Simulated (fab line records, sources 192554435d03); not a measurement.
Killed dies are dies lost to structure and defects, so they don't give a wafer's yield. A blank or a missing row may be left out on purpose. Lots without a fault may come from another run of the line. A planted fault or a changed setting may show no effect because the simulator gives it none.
fab line records | flow n5_finfet
record lots=12 wafers=36 last_day=18
route steps=1938 shown BEOL_M11@1591 BEOL_M12@1609 PASSIVATION@1936
lots that met no fault: from a run of the same line without faults
start_h: hours from the record's first day to the start of the lot's first wafer shown | wait_h: hours since the lot's step before | " the same as in the row above | L1.1+2: a row that stands for several wafers | - no value, or no start given | * or withheld: withheld | < > ~ a bound
route shown NAME@n: a module of which the file shows steps, and the number in the route of the first | usual: mean/standard deviation of fault-free wafers | same: alike in all rows | chamber/n: place in a boat | sites: the reading at each site | _std_site: their standard deviation | _edge_site: outer sites' mean less inner sites' | radius_mm: how far each site lies from the wafer's centre | mask NAME#n: copy n | behind: the tool/chamber that last shaped the wafer | hold: why the lot was held/for how many hours/how that ended | device: the transistor (n, p or np) that didn't switch | end of line: the same wafers' tests at the end of the route | a step without rows: its recipe alone | killed: dies lost to structure and defects at the first sort, not the wafer's yield | map: a wafer's dies, x killed, . not, _ none there
set.NAME: the setting as run; set.NAME@STEP: as run at that earlier step | model.NAME: the simulator's own value behind a step, which no gauge read
steps of the route over a sample of lots; a table a step, a row a wafer
services: from which hour (start_h, from the record's first day; less than 0 if before it) a tool's chamber was out of use, for how many hours, and why
## steps
# step N5_BEOL_M11_SURFACE_TREAT_76
# recipe gas=Ar time_s=* ion_energy_ev=* ion_current_ma_cm2=0.5 pressure_mtorr=* ar_flow_sccm=30
# usual throttle_valve_pct=*
# columns lot.wafer tool chamber start_h wait_h throttle_valve_pct
L331.1 pvd_sputter-02 - 244.60 0.3 *
L331.5 " - " " *
L331.6 " - " " *
L333.2 pvd_sputter-02 - 248.96 0.2 *
L333.5 " - " " *
L333.6 " - " " *
L334.3 pvd_sputter-03 - 259.99 1.5 *
L334.5 " - " " *
L334.6 " - " " *
L335.2 pvd_sputter-03 - 268.96 0.3 *
L335.5 " - " " *
L335.6 " - " " *
L337.1 pvd_sputter-02 - 277.55 0.7 *
L337.4 " - " " *
L337.6 " - " " *
L336.2 pvd_sputter-01 - 282.12 0.2 *
L336.3 " - " " *
L336.6 " - " " *
L339.2 pvd_sputter-01 - 298.10 0.2 *
L339.5 " - " " *
L339.6 " - " " *
L343.2 pvd_sputter-02 - 318.51 0.2 *
L343.3 " - " " *
L343.5 " - " " *
L344.1 pvd_sputter-02 - 346.90 0.2 *
L344.3 " - " " *
L344.5 " - " " *
L348.1 pvd_sputter-03 - 351.96 1.6 *
L348.2 " - " " *
L348.3 " - " " *
L350.2 pvd_sputter-03 - 366.37 0.2 *
L350.4 " - " " *
L350.5 " - " " *
L353.1 pvd_sputter-03 - 402.92 0.2 *
L353.5 " - " " *
L353.6 " - " " *
# step N5_BEOL_M11_ANNEAL_51
# recipe temp_c=225 time_s=90 ambient=N2
# usual anneal_temp_c=224.99/0.19 wafer_temp_C_max=226.1/0.68
# columns lot.wafer tool chamber start_h wait_h anneal_temp_c wafer_temp_C_max
L331.1 rtp_anneal-01 0 246.18 0.1 225.09 226.4
L331.5 " 0 " " 224.92 226.6
L331.6 " 0 " " 224.94 226.2
L333.2 rtp_anneal-02 0 250.07 0.7 225.06 225.3
L333.5 " 0 " " 224.67 225.5
L333.6 " 0 " " 225.19 225.8
L334.3 rtp_anneal-01 0 260.75 0.1 224.92 227.1
L334.5 " 0 " " 224.93 227.0
L334.6 " 0 " " 224.75 226.3
L335.2 rtp_anneal-02 0 269.44 0.1 225.12 225.4
L335.5 " 0 " " 225.04 225.4
L335.6 " 0 " " 225.03 225.6
L337.1 rtp_anneal-02 0 278.03 0.1 224.61 225.3
L337.4 " 0 " " 224.71 225.7
L337.6 " 0 " " 224.74 225.6
L336.2 rtp_anneal-02 0 282.67 0.1 225.17 225.7
L336.3 " 0 " " 225.08 225.8
L336.6 " 0 " " 225.12 225.7
L339.2 rtp_anneal-01 0 298.76 0.3 224.79 226.7
L339.5 " 0 " " 225.11 227.3
L339.6 " 0 " " 225.04 226.9
L343.2 rtp_anneal-01 0 319.09 0.2 224.79 226.7
L343.3 " 0 " " 225.08 226.6
L343.5 " 0 " " 224.96 227.2
L344.1 rtp_anneal-01 0 347.36 0.1 224.99 227.0
L344.3 " 0 " " 224.96 227.1
L344.5 " 0 " " 224.92 226.4
L348.1 rtp_anneal-02 0 352.58 0.3 225.00 225.2
L348.2 " 0 " " 224.82 225.5
L348.3 " 0 " " 224.83 225.5
L350.2 rtp_anneal-01 0 367.01 0.3 225.19 226.6
L350.4 " 0 " " 225.16 226.8
L350.5 " 0 " " 225.28 226.3
L353.1 rtp_anneal-01 0 403.38 0.1 225.00 227.5
L353.5 " 0 " " 224.76 227.3
L353.6 " 0 " " 225.08 226.6
# step N5_BEOL_M12_PEB_08
# recipe peb_temp_c=130 peb_time_s=90
# usual heater_power_total_W=172.4/0.79 plate_temp_C=129.98/0.13
# same peb_time_s=90
# columns lot.wafer tool chamber start_h wait_h heater_power_total_W plate_temp_C
L331.1 litho_track-01 0 247.29 0.1 171.6 130.45
L331.5 " 0 " " 170.7 130.22
L331.6 " 0 " " 172.0 130.22
L333.2 litho_track-04 0 251.13 0.0 174.0 130.02
L333.5 " 0 " " 172.0 129.95
L333.6 " 0 " " 173.5 129.87
L334.3 litho_track-02 0 261.77 0.0 173.1 129.98
L334.5 " 0 " " 172.0 130.02
L334.6 " 0 " " 172.6 130.12
L335.2 litho_track-04 0 270.62 0.0 173.1 130.01
L335.5 " 0 " " 171.8 129.90
L335.6 " 0 " " 172.5 130.00
L337.1 litho_track-04 0 279.30 0.1 172.2 130.08
L337.4 " 0 " " 172.3 129.88
L337.6 " 0 " " 170.9 130.06
L336.2 litho_track-04 0 283.90 0.0 172.6 130.04
L336.3 " 0 " " 171.7 129.79
L336.6 " 0 " " 172.1 129.92
L339.2 litho_track-01 0 299.88 0.0 172.2 129.96
L339.5 " 0 " " 172.4 130.28
L339.6 " 0 " " 172.8 130.02
L343.2 litho_track-04 0 320.34 0.0 171.1 130.04
L343.3 " 0 " " 173.0 129.95
L343.5 " 0 " " 172.8 129.95
L344.1 litho_track-01 0 348.49 0.1 172.4 130.03
L344.3 " 0 " " 173.0 129.85
L344.5 " 0 " " 173.0 129.92
L348.1 litho_track-04 0 353.80 0.1 176.4 132.32
L348.2 " 0 " " 175.7 132.34
L348.3 " 0 " " 176.6 132.12
L350.2 litho_track-04 0 368.08 0.0 176.5 132.01
L350.4 " 0 " " 174.8 132.15
L350.5 " 0 " " 176.4 132.14
L353.1 litho_track-01 0 404.66 0.1 172.0 129.75
L353.5 " 0 " " 172.4 129.85
L353.6 " 0 " " 172.0 130.00
# step N5_BEOL_M12_CD_MEAS_10
# recipe target_cd_nm=140 landing_energy_ev=500 detector=se_inlens polarity=opening
# usual cd_nm=140.5/1.5
# columns lot.wafer tool chamber start_h wait_h cd_nm
L331.1 cd_sem-01 0 247.40 - 139.6
L331.5 " 0 " " 137.3
L331.6 " 0 " " 140.1
L333.2 cd_sem-03 0 251.24 - 139.8
L333.5 " 0 " " 139.6
L333.6 " 0 " " 140.7
L334.3 cd_sem-01 0 261.89 - 139.8
L334.5 " 0 " " 142.7
L334.6 " 0 " " 143.7
L335.2 cd_sem-02 0 270.74 - 140.0
L335.5 " 0 " " 141.2
L335.6 " 0 " " 138.9
L337.1 cd_sem-02 0 279.42 - 139.7
L337.4 " 0 " " 138.5
L337.6 " 0 " " 141.5
L336.2 cd_sem-01 0 284.02 - 140.4
L336.3 " 0 " " 140.4
L336.6 " 0 " " 140.5
L339.2 cd_sem-02 0 299.99 - 141.5
L339.5 " 0 " " 137.2
L339.6 " 0 " " 140.4
L343.2 cd_sem-02 0 320.45 - 139.3
L343.3 " 0 " " 139.2
L343.5 " 0 " " 142.1
L344.1 cd_sem-03 0 348.61 - 139.4
L344.3 " 0 " " 140.4
L344.5 " 0 " " 139.8
L348.1 cd_sem-02 0 353.92 - 149.3
L348.2 " 0 " " 147.0
L348.3 " 0 " " 147.5
L350.2 cd_sem-02 0 368.19 - 146.0
L350.4 " 0 " " 146.8
L350.5 " 0 " " 144.3
L353.1 cd_sem-01 0 404.78 - 140.0
L353.5 " 0 " " 137.9
L353.6 " 0 " " 134.5
# step N5_BEOL_M12_OVL_MEAS_11
# recipe points_per_wafer=44
# usual V11_OVL=-4/6.1
# columns lot.wafer tool chamber start_h wait_h V11_OVL[nm]
L331.1 overlay-01 0 247.43 0.0 -6
L331.5 " 0 " " -5
L331.6 " 0 " " -8
L333.2 overlay-02 0 251.27 0.0 5
L333.5 " 0 " " 4
L333.6 " 0 " " 3
L334.3 overlay-02 0 261.92 0.0 -8
L334.5 " 0 " " 3
L334.6 " 0 " " -14
L335.2 overlay-02 0 270.77 0.0 -5
L335.5 " 0 " " -13
L335.6 " 0 " " -3
L337.1 overlay-01 0 279.45 0.0 -5
L337.4 " 0 " " -5
L337.6 " 0 " " 1
L336.2 overlay-01 0 284.05 0.0 4
L336.3 " 0 " " -7
L336.6 " 0 " " 0
L339.2 overlay-01 0 300.02 0.0 -6
L339.5 " 0 " " -1
L339.6 " 0 " " -6
L343.2 overlay-02 0 320.48 0.0 6
L343.3 " 0 " " 9
L343.5 " 0 " " 0
L344.1 overlay-01 0 348.64 0.0 -15
L344.3 " 0 " " -12
L344.5 " 0 " " -11
L348.1 overlay-01 0 353.95 0.0 -10
L348.2 " 0 " " -1
L348.3 " 0 " " 0
L350.2 overlay-02 0 368.22 0.0 -8
L350.4 " 0 " " -10
L350.5 " 0 " " -3
L353.1 overlay-02 0 404.81 0.0 -9
L353.5 " 0 " " -2
L353.6 " 0 " " -1
# step N5_PASSIVATION_PROBE_49
# usual defect_limited_yield=91.4/1.3 killed_at_M0_to_M3=34/10 killed_at_M4_up=14/5.6 killed_at_contacts=13/5.9 killed_at_front_end=37/9.9 killed_at_other=3.5/2.8 killed_dies=101/15 killed_open=67/12 killed_short=32/6.6 sort_bin_5_function=5.0/0.81 sort_bin_6_memory=3.2/0.66 sort_n_pass=1079/15 sort_yield_pct=91.4/1.3
# same gross_dies=1180 killed_at_back_side=0 sort_bin_4_leakage[%]=0 sort_bin_8_speed[%]=0
# columns lot.wafer tool chamber start_h wait_h defect_limited_yield[%] killed_at_M0_to_M3 killed_at_M4_up killed_at_contacts killed_at_front_end killed_at_other killed_dies killed_open killed_short sort_bin_5_function[%] sort_bin_6_memory[%] sort_n_pass sort_yield_pct[%]
L333.2 prober-02 - 288.47 0.1 92.5 39 12 8 26 3 88 59 28 4.0 3.2 1092 92.5
L333.5 prober-02 - 288.62 0.2 92.6 33 22 4 26 2 87 61 23 4.4 2.5 1093 92.6
L333.6 prober-02 - 288.67 0.3 92.4 34 14 8 30 4 90 55 34 4.3 3.2 1090 92.4
L331.1 prober-02 - 289.88 0.0 91.3 29 14 17 36 7 103 73 26 5.1 3.2 1077 91.3
L331.5 prober-02 - 290.08 0.2 92.1 33 11 17 30 2 93 64 29 4.8 2.6 1087 92.1
L331.6 prober-02 - 290.13 0.3 92.1 35 3 16 35 4 93 55 38 4.7 2.9 1087 92.1
L334.3 prober-02 - 308.74 0.1 91.7 29 11 19 35 4 98 65 32 5.1 2.8 1082 91.7
L334.5 prober-02 - 308.84 0.2 91.9 38 14 11 31 2 96 68 28 4.8 3.1 1084 91.9
L334.6 prober-02 - 308.89 0.3 90.8 42 15 11 41 0 109 81 28 6.4 2.5 1071 90.8
L335.2 prober-01 - 311.72 0.1 92.3 39 25 7 18 2 91 66 25 5.3 2.3 1089 92.3
L335.5 prober-01 - 311.87 0.2 92.0 35 21 10 28 0 94 70 24 5.1 2.9 1086 92.0
L335.6 prober-01 - 311.92 0.3 92.0 35 20 10 27 2 94 63 28 4.4 3.1 1086 92.0
L337.1 prober-01 - 316.64 0.0 90.6 29 14 12 51 5 111 72 36 5.9 3.1 1069 90.6
L337.4 prober-01 - 316.79 0.2 88.6 34 23 22 50 5 134 86 47 6.7 4.0 1046 88.6
L337.6 prober-01 - 316.89 0.3 90.9 40 11 9 41 6 107 71 35 5.2 3.2 1073 90.9
L336.2 prober-02 - 323.84 0.1 92.3 31 8 19 24 9 91 59 31 4.6 2.8 1089 92.3
L336.3 prober-02 - 323.89 0.1 91.9 29 17 16 31 2 95 68 27 4.7 3.3 1085 91.9
L336.6 prober-02 - 324.04 0.3 92.1 23 9 11 42 8 93 51 42 4.7 2.6 1087 92.1
L339.2 prober-01 - 336.84 0.1 93.1 21 13 9 35 3 81 47 27 3.8 1.9 1099 93.1
L339.5 prober-01 - 336.99 0.2 92.7 17 9 12 47 1 86 50 35 3.8 3.0 1094 92.7
L339.6 prober-01 - 337.04 0.3 93.7 27 13 8 24 2 74 52 22 3.6 2.5 1106 93.7
L343.2 prober-02 - 359.23 0.1 93.7 18 13 22 16 5 74 42 32 3.4 2.7 1106 93.7
L343.3 prober-02 - 359.28 0.1 92.3 19 10 36 22 4 91 62 29 4.9 2.6 1089 92.3
L343.5 prober-02 - 359.38 0.2 90.8 29 10 25 44 0 108 66 42 5.4 3.6 1072 90.8
L348.1 prober-01 - 395.85 0.0 93.6 26 12 4 25 9 76 45 29 4.0 2.0 1104 93.6
L348.2 prober-01 - 395.90 0.1 92.2 37 14 5 32 4 92 60 32 4.8 2.9 1088 92.2
L348.3 prober-01 - 395.95 0.1 91.2 40 4 17 39 4 104 58 45 5.2 3.5 1076 91.2
L344.1 prober-02 - 396.56 0.0 91.6 30 9 14 39 7 99 69 29 5.0 3.1 1081 91.6
L344.3 prober-02 - 396.66 0.1 93.1 20 9 18 33 1 81 59 20 3.9 2.8 1099 93.1
L344.5 prober-02 - 396.76 0.2 88.6 51 18 10 42 13 134 94 40 6.3 4.7 1046 88.6
L350.2 prober-02 - 404.77 0.1 90.8 34 8 10 53 4 109 70 32 5.2 3.3 1071 90.8
L350.4 prober-02 - 404.87 0.2 91.9 37 14 8 31 6 96 67 27 4.7 3.3 1084 91.9
L350.5 prober-02 - 404.92 0.2 90.9 38 7 10 50 2 107 79 27 4.8 3.9 1073 90.9
L353.1 prober-02 - 438.86 0.0 91.4 39 12 16 33 2 102 70 32 5.3 3.0 1078 91.4
L353.5 prober-02 - 439.06 0.2 91.6 37 19 20 20 3 99 67 30 5.0 3.1 1081 91.6
L353.6 prober-02 - 439.11 0.3 93.7 33 11 6 20 4 74 38 36 4.0 2.3 1106 93.7
# killed by level:class
L333.2 BEOL_M2:geometric_particle:open=9 STI_FIN_REVEAL:geometric_particle:open=8 MOL_CONTACT_COAG:geometric_particle:open=8 BEOL_M0_SAQP:geometric_particle:open=6 GATE_CUT:geometric_particle:short=5 BEOL_M0_SAQP:geometric_particle:short=5 BEOL_M0:geometric_particle:open=5 BEOL_M1:geometric_particle:open=4
L333.5 BEOL_M2:geometric_particle:open=12 BEOL_M4:geometric_particle:open=10 GATE_CUT:geometric_particle:short=6 BEOL_M0_SAQP:geometric_particle:open=6 STI_FIN_REVEAL:geometric_particle:open=4 BEOL_M1:geometric_particle:open=4 FIN_SAQP:geometric_particle:open=3 GATE_CUT:geometric_particle:open=3
L333.6 MOL_CONTACT_COAG:geometric_particle:open=7 FIN_SAQP:geometric_particle:short=6 BEOL_M0_SAQP:geometric_particle:short=6 STI_FIN_REVEAL:geometric_particle:open=5 BEOL_M0_SAQP:geometric_particle:open=5 BEOL_M2:geometric_particle:open=5 BEOL_M4:geometric_particle:open=5 BEOL_M1:geometric_particle:short=4
L331.1 MOL_CONTACT_COAG:geometric_particle:open=15 BEOL_M1:geometric_particle:open=11 STI_FIN_REVEAL:geometric_particle:open=10 BEOL_M3:geometric_particle:open=8 BEOL_M4:geometric_particle:open=8 GATE_CUT:geometric_particle:short=5 BEOL_M0_SAQP:geometric_particle:open=5 GATE_CUT:geometric_particle:open=4
L331.5 MOL_CONTACT_COAG:geometric_particle:open=16 BEOL_M3:geometric_particle:open=9 BEOL_M1:geometric_particle:open=7 DUMMY_GATE:geometric_particle:open=6 STI_FIN_REVEAL:geometric_particle:open=5 GATE_CUT:geometric_particle:short=5 BEOL_M4:geometric_particle:open=5 FIN_SAQP:geometric_particle:short=4
L331.6 MOL_CONTACT_COAG:geometric_particle:open=11 FIN_SAQP:geometric_particle:short=10 BEOL_M1:geometric_particle:open=10 BEOL_M0:geometric_particle:open=7 FIN_SAQP:geometric_particle:open=6 GATE_CUT:geometric_particle:open=5 MOL_CONTACT_COAG:geometric_particle:short=5 GATE_CUT:geometric_particle:short=4
L334.3 MOL_CONTACT_COAG:geometric_particle:open=16 FIN_SAQP:geometric_particle:open=10 FIN_SAQP:geometric_particle:short=6 BEOL_M0_SAQP:geometric_particle:open=6 GATE_CUT:geometric_particle:short=5 BEOL_M0_SAQP:geometric_particle:short=5 STI_FIN_REVEAL:geometric_particle:open=4 BEOL_M4:geometric_particle:open=4
L334.5 BEOL_M3:geometric_particle:open=14 MOL_CONTACT_COAG:geometric_particle:open=10 STI_FIN_REVEAL:geometric_particle:open=8 BEOL_M4:geometric_particle:open=8 FIN_SAQP:geometric_particle:open=6 BEOL_M2:geometric_particle:open=6 BEOL_M0_SAQP:geometric_particle:short=4 BEOL_M3:geometric_particle:short=4
L334.6 FIN_SAQP:geometric_particle:open=13 STI_FIN_REVEAL:geometric_particle:open=12 BEOL_M2:geometric_particle:open=12 BEOL_M3:geometric_particle:open=8 MOL_CONTACT_COAG:geometric_particle:open=7 BEOL_M4:geometric_particle:open=6 BEOL_M1:geometric_particle:open=5 BEOL_M3:geometric_particle:short=5
L335.2 BEOL_M0_SAQP:geometric_particle:open=11 BEOL_M4:geometric_particle:open=11 BEOL_M2:geometric_particle:open=9 BEOL_M3:geometric_particle:open=8 BEOL_M5:geometric_particle:open=5 MOL_CONTACT_COAG:geometric_particle:open=5 BEOL_M0_SAQP:geometric_particle:short=4 FIN_SAQP:geometric_particle:open=3
L335.5 BEOL_M3:geometric_particle:open=11 BEOL_M4:geometric_particle:open=11 BEOL_M0_SAQP:geometric_particle:short=9 MOL_CONTACT_COAG:geometric_particle:open=8 BEOL_M2:geometric_particle:open=8 STI_FIN_REVEAL:geometric_particle:open=5 ILD0:geometric_particle:open=4 GATE_CUT:geometric_particle:open=4
L335.6 BEOL_M3:geometric_particle:open=10 MOL_CONTACT_COAG:geometric_particle:open=9 BEOL_M0_SAQP:geometric_particle:open=9 BEOL_M4:geometric_particle:open=9 FIN_SAQP:geometric_particle:open=7 BEOL_M0_SAQP:geometric_particle:short=5 FIN_SAQP:geometric_particle:short=4 BEOL_M2:geometric_particle:open=4
L337.1 STI_FIN_REVEAL:geometric_particle:open=14 MOL_CONTACT_COAG:geometric_particle:open=11 FIN_SAQP:geometric_particle:short=8 BEOL_M1:geometric_particle:open=8 BEOL_M4:geometric_particle:open=7 STI_FIN_REVEAL:geometric_particle:short=6 FIN_SAQP:geometric_particle:open=5 GATE_CUT:geometric_particle:short=4
L337.4 FIN_SAQP:geometric_particle:short=19 MOL_CONTACT_COAG:geometric_particle:open=17 FIN_SAQP:geometric_particle:open=12 BEOL_M1:geometric_particle:open=11 BEOL_M4:geometric_particle:open=10 BEOL_M0_SAQP:geometric_particle:open=10 STI_FIN_REVEAL:geometric_particle:open=5 MOL_CONTACT_COAG:geometric_particle:short=5
L337.6 DUMMY_GATE:geometric_particle:open=10 MOL_CONTACT_COAG:geometric_particle:open=9 BEOL_M1:geometric_particle:open=8 STI_FIN_REVEAL:geometric_particle:open=7 BEOL_M0:geometric_particle:open=7 GATE_CUT:geometric_particle:short=5 BEOL_M4:geometric_particle:open=5 BEOL_M0:geometric_particle:short=5
L336.2 MOL_CONTACT_COAG:geometric_particle:open=16 BEOL_M0_SAQP:geometric_particle:open=12 BEOL_M0_SAQP:geometric_particle:short=8 FIN_SAQP:geometric_particle:short=6 FIN_SAQP:geometric_particle:open=4 BEOL_M4:geometric_particle:open=4 STI_FIN_REVEAL:geometric_particle:short=3 BEOL_M2:geometric_particle:open=3
L336.3 MOL_CONTACT_COAG:geometric_particle:open=16 BEOL_M0_SAQP:geometric_particle:short=9 BEOL_M0_SAQP:geometric_particle:open=8 BEOL_M4:geometric_particle:open=8 GATE_CUT:geometric_particle:short=7 BEOL_M2:geometric_particle:open=7 STI_FIN_REVEAL:geometric_particle:open=6 FIN_SAQP:geometric_particle:open=4
L336.6 FIN_SAQP:geometric_particle:open=12 MOL_CONTACT_COAG:geometric_particle:open=10 FIN_SAQP:geometric_particle:short=7 BEOL_M0_SAQP:geometric_particle:short=6 STI_FIN_REVEAL:geometric_particle:open=5 BEOL_M2:geometric_particle:short=4 BEOL_M2:geometric_particle:open=4 STI_FIN_REVEAL:geometric_particle:short=3
L339.2 BEOL_M1:geometric_particle:open=8 MOL_CONTACT_COAG:geometric_particle:open=7 HKMG_FIN:area_etch=7 BEOL_M4:geometric_particle:open=6 STI_FIN_REVEAL:geometric_particle:open=5 GATE_CUT:geometric_particle:short=5 STARTING-WAFER:geometric_particle:open=5 BEOL_M0_SAQP:geometric_particle:short=4
L339.5 FIN_SAQP:geometric_particle:short=18 FIN_SAQP:geometric_particle:open=11 MOL_CONTACT_COAG:geometric_particle:open=11 BEOL_M0_SAQP:geometric_particle:short=6 BEOL_M2:geometric_particle:open=5 BEOL_M4:geometric_particle:open=5 DUMMY_GATE:geometric_particle:open=4 GATE_CUT:geometric_particle:short=4
L339.6 BEOL_M1:geometric_particle:open=8 MOL_CONTACT_COAG:geometric_particle:open=7 BEOL_M4:geometric_particle:open=7 BEOL_M2:geometric_particle:open=6 STI_FIN_REVEAL:geometric_particle:open=5 DUMMY_GATE:geometric_particle:open=5 BEOL_M1:geometric_particle:short=5 FIN_SAQP:geometric_particle:open=3
L343.2 MOL_CONTACT_COAG:geometric_particle:open=13 MOL_CONTACT_COAG:geometric_particle:short=9 BEOL_M4:geometric_particle:open=6 BEOL_M2:geometric_particle:open=5 FIN_SAQP:geometric_particle:short=4 BEOL_M0_SAQP:geometric_particle:short=4 STI_FIN_REVEAL:geometric_particle:open=3 ILD0:geometric_particle:short=2
L343.3 MOL_CONTACT_COAG:geometric_particle:open=27 MOL_CONTACT_COAG:geometric_particle:short=9 STI_FIN_REVEAL:geometric_particle:open=7 BEOL_M1:geometric_particle:open=7 STARTING-WAFER:geometric_particle:open=4 STI_FIN_REVEAL:geometric_particle:short=3 ILD0:geometric_particle:short=3 BEOL_M0_SAQP:geometric_particle:open=3
L343.5 STI_FIN_REVEAL:geometric_particle:open=17 MOL_CONTACT_COAG:geometric_particle:open=16 FIN_SAQP:geometric_particle:short=9 MOL_CONTACT_COAG:geometric_particle:short=9 BEOL_M2:geometric_particle:open=8 BEOL_M3:geometric_particle:short=8 STI_FIN_REVEAL:geometric_particle:short=7 BEOL_M0_SAQP:geometric_particle:open=5
L348.1 BEOL_M0_SAQP:geometric_particle:short=8 BEOL_M2:geometric_particle:open=8 BEOL_M4:geometric_particle:open=5 FIN_SAQP:geometric_particle:open=4 STI_FIN_REVEAL:geometric_particle:open=3 DUMMY_GATE:geometric_particle:open=3 GATE_CUT:geometric_particle:short=3 GATE_CUT:geometric_particle:open=3
L348.2 BEOL_M0_SAQP:geometric_particle:short=15 FIN_SAQP:geometric_particle:open=10 BEOL_M2:geometric_particle:open=9 BEOL_M4:geometric_particle:open=9 FIN_SAQP:geometric_particle:short=7 STI_FIN_REVEAL:geometric_particle:open=7 BEOL_M0_SAQP:geometric_particle:open=7 MOL_CONTACT_COAG:geometric_particle:open=4
L348.3 BEOL_M0_SAQP:geometric_particle:short=18 MOL_CONTACT_COAG:geometric_particle:open=15 BEOL_M0_SAQP:geometric_particle:open=10 STI_FIN_REVEAL:geometric_particle:open=6 DUMMY_GATE:geometric_particle:open=6 GATE_CUT:geometric_particle:short=6 FIN_SAQP:geometric_particle:short=5 BEOL_M1:geometric_particle:open=4
L344.1 STI_FIN_REVEAL:geometric_particle:open=12 MOL_CONTACT_COAG:geometric_particle:open=12 BEOL_M0_SAQP:geometric_particle:open=10 BEOL_M0_SAQP:geometric_particle:short=7 FIN_SAQP:geometric_particle:open=4 BEOL_M1:geometric_particle:open=4 BEOL_M2:geometric_particle:open=4 BEOL_M4:geometric_particle:open=4
L344.3 MOL_CONTACT_COAG:geometric_particle:open=16 STI_FIN_REVEAL:geometric_particle:open=12 BEOL_M1:geometric_particle:open=8 FIN_SAQP:geometric_particle:open=6 STI_FIN_REVEAL:geometric_particle:short=4 BEOL_M0_SAQP:geometric_particle:open=3 BEOL_M0_SAQP:geometric_particle:short=3 ILD0:geometric_particle:open=2
L344.5 STI_FIN_REVEAL:geometric_particle:open=15 BEOL_M0_SAQP:geometric_particle:open=11 BEOL_M0_SAQP:geometric_particle:short=10 BEOL_M1:geometric_particle:open=9 MOL_CONTACT_COAG:geometric_particle:open=9 BEOL_M4:geometric_particle:open=9 BEOL_M2:geometric_particle:open=8 FIN_SAQP:geometric_particle:short=6
L350.2 STI_FIN_REVEAL:geometric_particle:open=15 FIN_SAQP:geometric_particle:open=11 BEOL_M2:geometric_particle:open=9 GATE_CUT:geometric_particle:short=8 BEOL_M3:geometric_particle:open=7 MOL_CONTACT_COAG:geometric_particle:open=6 BEOL_M3:geometric_particle:short=6 HKMG_FIN:area_etch=6
L350.4 BEOL_M3:geometric_particle:open=16 MOL_CONTACT_COAG:geometric_particle:open=7 STI_FIN_REVEAL:geometric_particle:open=5 BEOL_M0_SAQP:geometric_particle:short=5 BEOL_M4:geometric_particle:open=5 BEOL_M1:geometric_particle:open=4 STARTING-WAFER:geometric_particle:open=4 DUMMY_GATE:geometric_particle:short=4
L350.5 SPACER0:geometric_particle:open=13 FIN_SAQP:geometric_particle:open=11 BEOL_M3:geometric_particle:open=11 MOL_CONTACT_COAG:geometric_particle:open=7 DUMMY_GATE:geometric_particle:open=7 BEOL_M0:geometric_particle:open=6 BEOL_M0_SAQP:geometric_particle:open=5 STI_FIN_REVEAL:geometric_particle:open=4
L353.1 BEOL_M0_SAQP:geometric_particle:open=14 MOL_CONTACT_COAG:geometric_particle:open=13 BEOL_M0_SAQP:geometric_particle:short=13 STI_FIN_REVEAL:geometric_particle:open=8 FIN_SAQP:geometric_particle:open=7 BEOL_M3:geometric_particle:open=6 FIN_SAQP:geometric_particle:short=4 BEOL_M4:geometric_particle:open=4
L353.5 MOL_CONTACT_COAG:geometric_particle:open=16 BEOL_M0_SAQP:geometric_particle:open=15 BEOL_M4:geometric_particle:open=10 BEOL_M0_SAQP:geometric_particle:short=9 BEOL_M2:geometric_particle:open=9 FIN_SAQP:geometric_particle:short=6 STI_FIN_REVEAL:geometric_particle:open=5 MOL_CONTACT_COAG:geometric_particle:short=4
L353.6 BEOL_M0_SAQP:geometric_particle:short=17 FIN_SAQP:geometric_particle:open=6 DUMMY_GATE:geometric_particle:open=5 BEOL_M1:geometric_particle:open=4 BEOL_M0_SAQP:geometric_particle:open=4 BEOL_M2:geometric_particle:open=4 GATE_CUT:geometric_particle:short=3 MOL_CONTACT_COAG:geometric_particle:short=3
## services
# columns tool chamber start_h hours kind
rtp_anneal-02 - 287.30 3.2 pm
litho_track-02 - 319.96 - consumable_replace:filter
rtp_anneal-01 - 374.98 5.1 pm
## key
first_sign step=N5_BEOL_M12_PEB_08 reading=plate_temp_C direction=up sigmas=17 usual=* struck=*
effect step=N5_BEOL_M12_PEB_08 reading=heater_power_total_W direction=up sigmas=4.6 usual=* struck=*
effect step=N5_BEOL_M12_CD_MEAS_10 reading=cd_nm direction=up sigmas=4.1 usual=140.5 struck=146.8 through=control_loop
met_at N5_BEOL_M12_PEB_08
struck_lots L348,L350
loop_trim step=N5_BEOL_M12_EXPOSE_07 setting=dose lots=L350
not_acting_at N5_BEOL_M11_SURFACE_TREAT_76,N5_BEOL_M11_ANNEAL_51,N5_BEOL_M12_OVL_MEAS_11
onset_between 320.34 353.80
fault kind=process_parameter_drift tool=litho_track-04 chamber=- onset_h=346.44 steps=N5_BEOL_M12_PEB_08 channel=peb_temp_c offset=* shape=step end_h=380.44 acts_in=* stated=*
# loop_trim: a control loop set the setting to another value than it would have without faults
